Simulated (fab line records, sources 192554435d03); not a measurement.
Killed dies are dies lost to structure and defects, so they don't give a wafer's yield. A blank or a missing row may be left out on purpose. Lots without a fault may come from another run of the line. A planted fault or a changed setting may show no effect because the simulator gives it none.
fab line records | flow n5_finfet
record lots=10 wafers=30 last_day=17
route steps=1938 shown FIN_SAQP@139 FIN_CUT@154
lots that met no fault: from a run of the same line without faults
start_h: hours from the record's first day to the start of the lot's first wafer shown | wait_h: hours since the lot's step before | " the same as in the row above | L1.1+2: a row that stands for several wafers | - no value, or no start given | * or withheld: withheld | < > ~ a bound
route shown NAME@n: a module of which the file shows steps, and the number in the route of the first | usual: mean/standard deviation of fault-free wafers | same: alike in all rows | chamber/n: place in a boat | sites: the reading at each site | _std_site: their standard deviation | _edge_site: outer sites' mean less inner sites' | radius_mm: how far each site lies from the wafer's centre | mask NAME#n: copy n | behind: the tool/chamber that last shaped the wafer | hold: why the lot was held/for how many hours/how that ended | device: the transistor (n, p or np) that didn't switch | end of line: the same wafers' tests at the end of the route | a step without rows: its recipe alone | killed: dies lost to structure and defects at the first sort, not the wafer's yield | map: a wafer's dies, x killed, . not, _ none there
set.NAME: the setting as run; set.NAME@STEP: as run at that earlier step | model.NAME: the simulator's own value behind a step, which no gauge read
steps of the route over a sample of lots; a table a step, a row a wafer
services: from which hour (start_h, from the record's first day; less than 0 if before it) a tool's chamber was out of use, for how many hours, and why
## steps
# step N5_FIN_SAQP_SPACER2_ETCHBACK_29
# recipe chemistry=CHF3/O2 mode=anisotropic_etchback target=SiO2 target_depth_a=122 time_s=6.1 pressure_mtorr=30 source_w=650 bias_w=170 Ar_flow_sccm=200 CHF3_flow_sccm=50 O2_flow_sccm=5 ion_energy_ev=200
# usual CHF3_flow_sccm=49.97/0.16 drypump_motor_current_A=5.5/0.5 oes_f_703_au=0.80/0.091 oes_product_au=0.80/0.098 rf_vpp_V=522/4.9 showerhead_plenum_p_Torr=2.42/0.062 throttle_valve_pct=18.89/0.22
# same time_s=6.1
# columns lot.wafer tool chamber start_h wait_h CHF3_flow_sccm drypump_motor_current_A oes_f_703_au oes_product_au rf_hours_counter_h rf_vpp_V showerhead_plenum_p_Torr throttle_valve_pct
L736.1 rie_diel-04 1 31.05 0.2 49.90 5.5 0.77 0.76 148 519 2.40 18.91
L736.4 " 0 " " 50.01 6.2 0.95 0.97 - 532 2.48 18.35
L736.5 " 3 " " 50.11 5.5 0.84 0.85 - 530 2.45 18.85
L737.2 rie_diel-06 0 38.67 0.2 49.55 5.8 0.76 0.76 155 521 2.41 18.83
L737.3 " 1 " " 50.14 5.3 0.69 0.69 226 524 2.47 19.23
L737.6 " 0 " " 49.90 5.8 0.75 0.76 - 521 2.41 18.83
L741.1 rie_diel-06 3 61.72 0.2 50.13 5.0 0.76 0.73 182 517 2.39 18.97
L741.4 " 3 " " 50.26 5.0 0.75 0.74 - 518 2.39 18.97
L741.6 " 0 " " 50.02 5.8 0.75 0.75 - 522 2.41 18.85
L743.2 rie_diel-06 0 73.96 0.2 49.67 5.8 0.74 0.74 167 520 2.41 18.86
L743.3 " 3 " " 50.02 5.0 0.76 0.75 186 517 2.39 19.00
L743.6 " 2 " " 49.72 6.1 0.93 0.96 - 523 2.38 18.77
L744.1 rie_diel-02 2 80.70 0.2 49.97 4.9 0.84 0.83 68 521 2.43 18.96
L744.2 " 1 " " 50.22 6.7 0.68 0.66 249 514 2.36 19.04
L744.4 " 0 " " 49.92 5.0 0.68 0.67 220 516 2.30 19.17
L748.2 rie_diel-02 2 104.46 0.2 49.67 4.9 0.83 0.82 78 520 2.43 18.95
L748.3 " 0 " " 50.14 5.0 0.67 0.68 229 516 2.29 19.18
L748.6 " 3 " " 50.14 5.9 0.93 0.93 - 531 2.56 18.58
L751.2 rie_diel-04 3 121.75 0.2 50.20 5.5 0.81 0.81 92 530 2.44 18.88
L751.5 " 2 " " 49.69 5.2 0.94 0.95 - 523 2.46 18.61
L751.6 " 1 " " 49.88 5.5 0.75 0.73 - 519 2.39 18.96
L752.2 rie_diel-06 2 126.78 0.2 50.01 6.1 0.88 0.89 23 521 2.37 18.80
L752.5 " 0 " " 50.07 5.8 0.72 0.73 - 522 2.40 18.87
L752.6 " 3 " " 49.95 5.0 0.74 0.73 - 517 2.39 19.02
L754.3 rie_diel-02 2 140.72 0.2 50.05 4.9 0.82 0.81 91 520 2.42 19.00
L754.4 " 3 " " 49.89 5.9 0.91 0.91 29 529 2.55 18.59
L754.6 " 2 " " 49.78 5.0 0.82 0.81 - 521 2.42 18.99
L756.1 rie_diel-02 1 156.38 0.2 50.14 6.7 0.95 0.94 17 515 2.35 18.64
L756.2 " 0 " " 50.22 5.0 0.66 0.66 248 515 2.29 19.19
L756.4 " 2 " " 49.68 4.9 0.81 0.81 96 520 2.42 19.00
# step N5_FIN_SAQP_HM_OPEN_33
# recipe chemistry=CH3F/O2 target=SiNx mask_material=SiO2 target_depth_a=494 time_s=70.6 pressure_mtorr=30 source_w=395 bias_w=73 Ar_flow_sccm=150 CH3F_flow_sccm=30 O2_flow_sccm=20 ion_energy_ev=120 ends=cleared
# usual drypump_motor_current_A=5.6/0.52 etch_rf_on_time_s=69.6/1.4 oes_f_703_au=0.79/0.088 oes_product_au=0.67/0.08 rf_vpp_V=296.1/2.7 showerhead_plenum_p_Torr=2.00/0.045 throttle_valve_pct=16.35/0.21
# columns lot.wafer tool chamber start_h wait_h drypump_motor_current_A etch_rf_on_time_s oes_f_703_au oes_product_au rf_hours_counter_h rf_vpp_V showerhead_plenum_p_Torr throttle_valve_pct
L736.1 rie_diel-06 3 31.30 0.0 5.0 69.8 0.76 0.65 170 292.1 1.99 16.43
L736.4 " 1 " " 5.3 71.4 0.69 0.59 223 298.6 2.06 16.66
L736.5 " 1 " " 5.3 72.3 0.69 0.59 - 300.1 2.06 16.68
L737.2 rie_diel-04 1 38.91 0.0 5.4 70.1 0.76 0.64 152 295.8 1.99 16.36
L737.3 " 3 " " 5.5 67.7 0.83 0.72 62 300.9 2.04 16.26
L737.6 " 0 " " 6.2 69.4 0.93 0.81 - 302.3 2.06 15.77
L741.1 rie_diel-06 0 61.97 0.0 5.8 67.8 0.75 0.64 163 295.8 2.00 16.30
L741.4 " 1 " " 5.3 71.0 0.69 0.58 - 298.0 2.05 16.68
L741.6 " 3 " " 5.0 70.1 0.76 0.64 - 292.9 1.99 16.46
L743.2 rie_diel-04 2 74.20 0.0 5.1 66.9 0.98 0.84 10 296.7 2.05 15.99
L743.3 " 0 " " 6.2 68.5 0.89 0.77 18 301.4 2.05 15.82
L743.6 " 3 " " 5.5 68.2 0.82 0.71 - 299.9 2.03 16.30
L744.1 rie_diel-02 2 80.94 0.0 4.9 69.3 0.84 0.71 68 295.1 2.02 16.39
L744.2 " 3 " " 5.9 68.6 0.97 0.82 7 299.7 2.13 15.98
L744.4 " 0 " " 5.0 71.9 0.69 0.58 220 291.3 1.90 16.62
L748.2 rie_diel-04 0 104.81 0.1 6.2 67.9 0.87 0.76 29 303.4 2.05 15.84
L748.3 " 3 " " 5.5 68.3 0.81 0.70 85 300.5 2.03 16.30
L748.6 " 0 " " 6.3 68.9 0.87 0.76 - 302.7 2.05 15.82
L751.2 rie_diel-06 3 122.06 0.1 5.0 68.7 0.75 0.62 203 295.5 1.98 16.48
L751.5 " 0 " " 5.8 68.6 0.74 0.62 - 297.9 1.99 16.34
L751.6 " 3 " " 5.0 70.5 0.75 0.63 - 294.0 1.98 16.49
L752.2 rie_diel-06 3 127.02 0.0 5.0 70.2 0.74 0.63 205 294.0 1.98 16.50
L752.5 " 0 " " 5.8 70.0 0.74 0.62 - 297.1 1.99 16.36
L752.6 " 2 " " 6.1 69.3 0.87 0.76 - 296.5 1.96 16.20
L754.3 rie_diel-06 0 140.96 0.0 5.8 68.1 0.73 0.63 191 295.3 1.99 16.36
L754.4 " 2 " " 6.1 70.8 0.86 0.75 28 297.8 1.96 16.21
L754.6 " 2 " " 6.1 71.9 0.86 0.74 - 298.1 1.96 16.22
L756.1 rie_diel-02 0 156.75 0.2 5.0 70.1 0.66 0.57 249 292.8 1.89 16.65
L756.2 " 2 " " 4.9 69.4 0.80 0.68 97 293.6 2.01 16.44
L756.4 " 1 " " 6.7 68.6 0.93 0.81 17 292.6 1.95 16.09
# step N5_FIN_CUT_COAT_18
# recipe resist=SOC temp_c=250 time_s=60 spin_rpm=1500 resist_thk_nm=230
# usual heater_power_total_W=500.1/1.8 plate_temp_C=249.97/0.15 resist_line_temp_C=22.98/0.099 spin_speed_rpm=1500.2/1.1
# same time_s=60
# columns lot.wafer tool chamber start_h wait_h heater_power_total_W plate_temp_C resist_line_temp_C spin_speed_rpm
L736.1 litho_track-04 0 31.87 0.0 499.7 249.93 22.81 1501.4
L736.4 " 0 " " 497.8 249.97 23.08 1498.6
L736.5 " 0 " " 498.8 250.04 22.91 1497.9
L737.2 litho_track-03 0 39.48 0.0 502.9 249.92 22.97 1499.1
L737.3 " 0 " " 497.9 249.93 23.10 1497.6
L737.6 " 0 " " 501.2 250.11 22.95 1500.9
L741.1 litho_track-04 0 62.58 0.0 498.7 249.88 22.79 1499.8
L741.4 " 0 " " 503.2 249.94 22.95 1500.6
L741.6 " 0 " " 497.9 250.02 22.90 1502.1
L743.2 litho_track-04 0 74.77 0.0 501.3 249.84 23.09 1501.8
L743.3 " 0 " " 500.6 249.78 22.99 1502.6
L743.6 " 0 " " 497.6 249.99 23.24 1498.7
L744.1 litho_track-04 0 81.51 0.0 501.1 249.72 22.97 1499.7
L744.2 " 0 " " 498.3 249.79 22.94 1501.4
L744.4 " 0 " " 502.7 249.94 22.86 1499.8
L748.2 litho_track-04 0 105.37 0.0 498.7 249.83 23.12 1498.9
L748.3 " 0 " " 497.8 249.99 22.89 1500.3
L748.6 " 0 " " 498.9 250.00 22.95 1499.7
L751.2 litho_track-04 0 122.64 0.0 482.9 244.10 22.90 1499.4
L751.5 " 0 " " 486.2 243.97 22.88 1500.3
L751.6 " 0 " " 483.7 243.88 22.90 1499.1
L752.2 litho_track-01 0 127.59 0.0 502.2 250.06 23.10 1500.7
L752.5 " 0 " " 498.0 249.95 23.11 1500.9
L752.6 " 0 " " 500.1 250.13 23.09 1499.9
L754.3 litho_track-04 0 141.53 0.0 484.8 243.98 22.90 1500.2
L754.4 " 0 " " 484.5 243.85 23.01 1500.3
L754.6 " 0 " " 483.3 244.04 22.97 1500.0
L756.1 litho_track-03 0 157.32 0.0 500.7 249.68 23.17 1499.7
L756.2 " 0 " " 499.2 249.81 23.09 1499.9
L756.4 " 0 " " 500.2 249.82 23.09 1501.8
# step N5_FIN_CUT_CD_MEAS_08
# recipe target_cd_nm=29.1 landing_energy_ev=500 detector=se_inlens polarity=opening
# usual cd_nm=29.15/0.2
# columns lot.wafer tool chamber start_h wait_h cd_nm
L736.1 cd_sem-03 0 32.14 - 29.02
L736.4 " 0 " " 29.09
L736.5 " 0 " " 28.85
L737.2 cd_sem-01 0 39.75 - 29.15
L737.3 " 0 " " 29.02
L737.6 " 0 " " 29.16
L741.1 cd_sem-02 0 62.85 - 29.25
L741.4 " 0 " " 28.53
L741.6 " 0 " " 29.28
L743.2 cd_sem-03 0 75.04 - 28.98
L743.3 " 0 " " 29.15
L743.6 " 0 " " 29.06
L744.1 cd_sem-01 0 81.78 - 29.16
L744.2 " 0 " " 29.23
L744.4 " 0 " " 29.24
L748.2 cd_sem-01 0 105.77 - 29.23
L748.3 " 0 " " 29.05
L748.6 " 0 " " 29.03
L751.2 cd_sem-01 0 123.03 - 29.13
L751.5 " 0 " " 29.62
L751.6 " 0 " " 29.35
L752.2 cd_sem-02 0 127.99 - 29.16
L752.5 " 0 " " 29.11
L752.6 " 0 " " 29.08
L754.3 cd_sem-02 0 141.81 - 28.82
L754.4 " 0 " " 29.10
L754.6 " 0 " " 29.22
L756.1 cd_sem-03 0 157.62 - 29.28
L756.2 " 0 " " 29.63
L756.4 " 0 " " 29.33
## services
# columns tool chamber start_h hours kind
rie_diel-04 0 8.46 - clean
rie_diel-04 0 8.46 - consumable_replace:focus_ring
rie_diel-04 0 8.46 19.1 scheduled_down
rie_diel-04 0 8.46 19.1 vent_cycle
rie_diel-02 - 21.43 1.6 repair
rie_diel-04 2 27.59 - clean
rie_diel-04 2 27.59 - consumable_replace:focus_ring
rie_diel-04 2 27.59 16.1 scheduled_down
rie_diel-02 3 29.96 10.2 repair
rie_diel-06 2 42.32 - clean
rie_diel-06 2 42.32 - consumable_replace:focus_ring
rie_diel-06 2 42.32 20.1 scheduled_down
rie_diel-06 2 42.32 20.1 vent_cycle
rie_diel-06 - 60.80 0.3 repair
rie_diel-02 1 85.19 - clean
rie_diel-02 1 85.19 - consumable_replace:focus_ring
rie_diel-02 1 85.19 23.3 scheduled_down
rie_diel-02 1 85.19 23.3 vent_cycle
rie_diel-06 1 107.30 - clean
rie_diel-06 1 107.30 - consumable_replace:focus_ring
rie_diel-06 1 107.30 20.1 scheduled_down
rie_diel-06 1 107.30 20.1 vent_cycle
rie_diel-04 1 107.47 3.4 repair
rie_diel-06 - 153.59 1.2 repair
## key
first_sign step=N5_FIN_CUT_COAT_18 reading=plate_temp_C direction=down sigmas=41 usual=* struck=*
effect step=N5_FIN_CUT_COAT_18 reading=heater_power_total_W direction=down sigmas=8.7 usual=* struck=*
met_at N5_FIN_CUT_COAT_18
struck_lots L751,L754
tester_left_out L751,L754
not_acting_at N5_FIN_SAQP_SPACER2_ETCHBACK_29,N5_FIN_SAQP_HM_OPEN_33,N5_FIN_CUT_CD_MEAS_08
onset_between 105.37 122.64
fault kind=process_parameter_drift tool=litho_track-04 chamber=- onset_h=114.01 steps=N5_FIN_CUT_COAT_18 channel=temp_c offset=* shape=step end_h=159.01 acts_in=* stated=*
# tester_left_out: of these lots the tester's yield and bins aren't shown, on N5 and GAA mostly nor the transistor test; their killed dies are dies lost to structure and defects alone, not to doping, threshold or leakage, so they don't give the yield
